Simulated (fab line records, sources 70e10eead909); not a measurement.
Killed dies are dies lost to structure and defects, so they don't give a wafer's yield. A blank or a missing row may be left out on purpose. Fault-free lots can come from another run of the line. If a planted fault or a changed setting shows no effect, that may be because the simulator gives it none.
Chamber matching :: flow nand_harc :: 4 sister chambers for NHARC_A_STAIRCASE_CMP_472 on cmp-03
The step polishes SiO2. 16 wafers are shown with their chamber, then 8 later ones without.

== WAFERS WITH THEIR CHAMBER ==
wafer: L076.2
chamber: 1
motor_current_A (A): 11.0

wafer: L076.3
chamber: 3
motor_current_A (A): 13.2

wafer: L076.4
chamber: 2
motor_current_A (A): 13.5

wafer: L078.1
chamber: 0
motor_current_A (A): 13.2

wafer: L078.2
chamber: 1
motor_current_A (A): 10.9

wafer: L078.3
chamber: 3
motor_current_A (A): 13.7

wafer: L083.2
chamber: 2
motor_current_A (A): 13.1

wafer: L083.4
chamber: 1
motor_current_A (A): 10.8

wafer: L083.5
chamber: 2
motor_current_A (A): 13.5

wafer: L084.2
chamber: 0
motor_current_A (A): 12.5

wafer: L084.4
chamber: 2
motor_current_A (A): 13.8

wafer: L084.6
chamber: 3
motor_current_A (A): 14.0

wafer: L092.4
chamber: 0
motor_current_A (A): 12.8

wafer: L092.5
chamber: 2
motor_current_A (A): 13.5

wafer: L092.6
chamber: 3
motor_current_A (A): 13.5

wafer: L095.2
chamber: 3
motor_current_A (A): 14.2

SIGNATURES, as means of the wafers listed above
reading: motor_current_A
chamber 0: 12.833
chamber 1: 10.900
chamber 2: 13.480
chamber 3: 13.720
scatter within a chamber: 0.309
Rule: a wafer lies at a distance from a chamber equal to the root of the sum of squares, over the readings, of (its reading less the chamber's mean, divided by the reading's scatter). The wafer belongs to the nearest chamber; if the next one is less than 2 further off, it can't be placed. The scatter is the square root of a quotient: the sum, over the shown wafers, of each reading's squared deviation from its chamber's mean, divided by wafers minus chambers.

== WAFERS WITH NO CHAMBER GIVEN ==
wafer: L095.5
motor_current_A (A): 11.6

wafer: L095.6
motor_current_A (A): 13.9

wafer: L094.1
motor_current_A (A): 10.7

wafer: L094.2
motor_current_A (A): 14.4

wafer: L094.4
motor_current_A (A): 13.2

wafer: L096.2
motor_current_A (A): 13.8

wafer: L096.3
motor_current_A (A): 10.7

wafer: L096.5
motor_current_A (A): 13.9

== CHAMBER TAKEN BY EACH ==
wafer: L095.5
from the rows above: can't be placed: 1 or 0
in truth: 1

wafer: L095.6
from the rows above: can't be placed: 3 or 2
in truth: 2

wafer: L094.1
from the rows above: 1
in truth: 1

wafer: L094.2
from the rows above: can't be placed: 3 or 2
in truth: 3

wafer: L094.4
from the rows above: can't be placed: 2 or 0 or 3
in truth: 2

wafer: L096.2
from the rows above: can't be placed: 3 or 2
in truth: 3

wafer: L096.3
from the rows above: 1
in truth: 1

wafer: L096.5
from the rows above: can't be placed: 3 or 2
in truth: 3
Placed correctly: 2 of 8. Not placeable from these rows: 6 (in 6, the candidates include the true chamber). Wrongly placed: 0.
